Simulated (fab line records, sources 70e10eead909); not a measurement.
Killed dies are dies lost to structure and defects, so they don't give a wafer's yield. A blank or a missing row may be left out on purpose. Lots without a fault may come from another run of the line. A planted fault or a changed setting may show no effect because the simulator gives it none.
Problem report in the 8D (eight disciplines) form, filled by code | flow nand_harc | the parts of the form that need people (team, actions taken, sign-off) are left out

1. THE PROBLEM
raw_defect_count at NHARC_A_CHANNEL_HOLE_D1_INSPECT_40 reads a mean of 615 on 2 wafers of 2 lots; wafers without a fault read 75 with a standard deviation of 30. That is +18 standard deviations from the usual mean.
First seen on wafer L131.4, day 15 00:13, on defect_inspect-02. The record holds 31 wafers of 11 lots with a number at this step. Rule for "out", or "out of limits": more than 4 standard deviations from the usual mean. The other wafers with a number count as sound.

2. WHAT IT IS AND WHAT IT IS NOT
question                    | is                                   | is not
which readings at this step | raw_defect_count                     | -
which lots                  | L131, L132                           | L117, L118, L123, L126, L128, L137, L138, L139, L140
which wafers of those lots  | L131.4, L132.2                       | L131.1, L131.5
read on which gauges        | defect_inspect-01, defect_inspect-02 | -
when                        | from day 15 00:13                    | up to then (17 sound wafers); but 12 sound wafers of L137, L138, L139, L140 came after

3. SUSPECTS, AND WHAT RULES EACH OUT
Counting: a tool at a process step up to the reading stays a suspect if it ran every lot that is out. Sound lots after the first of them don't rule it out here, since some wafers of a struck lot are sound.
- the gauge at NHARC_A_CHANNEL_HOLE_D1_INSPECT_40: ruled out. The wafers that are out were read on 2 gauges (defect_inspect-01, defect_inspect-02).
- rie_diel-08 at NHARC_A_CHANNEL_HOLE_D1_ETCH_44 (etches the open film in CF4/O2, target depth 140 nm, overetch 14 nm, time 77 s): kept. It ran every lot that is out, first L131 (day 14 23:14); its last sound lot up to then is L128 (day 13 04:46).
- rie_diel-08 at NHARC_A_CHANNEL_HOLE_D1_STRIP_27 (strips in O2): kept. It ran every lot that is out, first L131 (day 15 00:13); its last sound lot up to then is L128 (day 13 05:44). NHARC_A_CHANNEL_HOLE_D1_STRIP_27 gives no start for some lots, so the hours and the order of its lots are those of NHARC_A_CHANNEL_HOLE_D1_INSPECT_40.
- Within rie_diel-08 at NHARC_A_CHANNEL_HOLE_D1_ETCH_44: the wafers that are out ran in chamber 0; their sound lot-mates ran in chambers 1, 3.
Left after counting: rie_diel-08 at NHARC_A_CHANNEL_HOLE_D1_ETCH_44, rie_diel-08 at NHARC_A_CHANNEL_HOLE_D1_STRIP_27.

4. THE CAUSE (what the simulator had put in)
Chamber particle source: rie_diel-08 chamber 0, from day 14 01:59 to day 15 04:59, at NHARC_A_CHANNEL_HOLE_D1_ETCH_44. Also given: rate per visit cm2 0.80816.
Counting left 2 suspects, and this tool is among them.

5. THE CHAIN OF EFFECTS, in route order
Each row: a reading whose mean over the struck wafers that have a number lies more than 3 standard deviations from the usual. Only readings for which the record gives a usual standard deviation are gone through. hours: the time from each lot's start at the first step in this table that gives one to its start at this step, as a median over the lots. sigmas: the change in usual standard deviations.
hours | step                               | reading          | usual | on struck wafers | change | sigmas
0     | NHARC_A_CHANNEL_HOLE_D1_INSPECT_40 | raw_defect_count | 75    | 615              | +540   | +18
376   | NHARC_END_SORT_01                  | killed_at_array  | 56    | 137              | +81    | +4.0
376   | NHARC_END_SORT_01                  | killed_dies      | 60    | 139              | +79    | +4.0

6. WHAT WOULD HAVE CAUGHT IT SOONER
In this record the first reading out of limits at a measuring or inspecting step was taken at day 15 00:13, 22 hours after the fault began at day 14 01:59.
Of the tool readings at NHARC_A_CHANNEL_HOLE_D1_ETCH_44 for which the record gives a usual standard deviation, none was out on any struck wafer, so an alarm limit of 4 standard deviations on them would not have fired.
Of the lots that are out (2), L132 began NHARC_A_CHANNEL_HOLE_D1_ETCH_44 on rie_diel-08 after day 15 00:13. A hold on the tool at that time would have spared it.
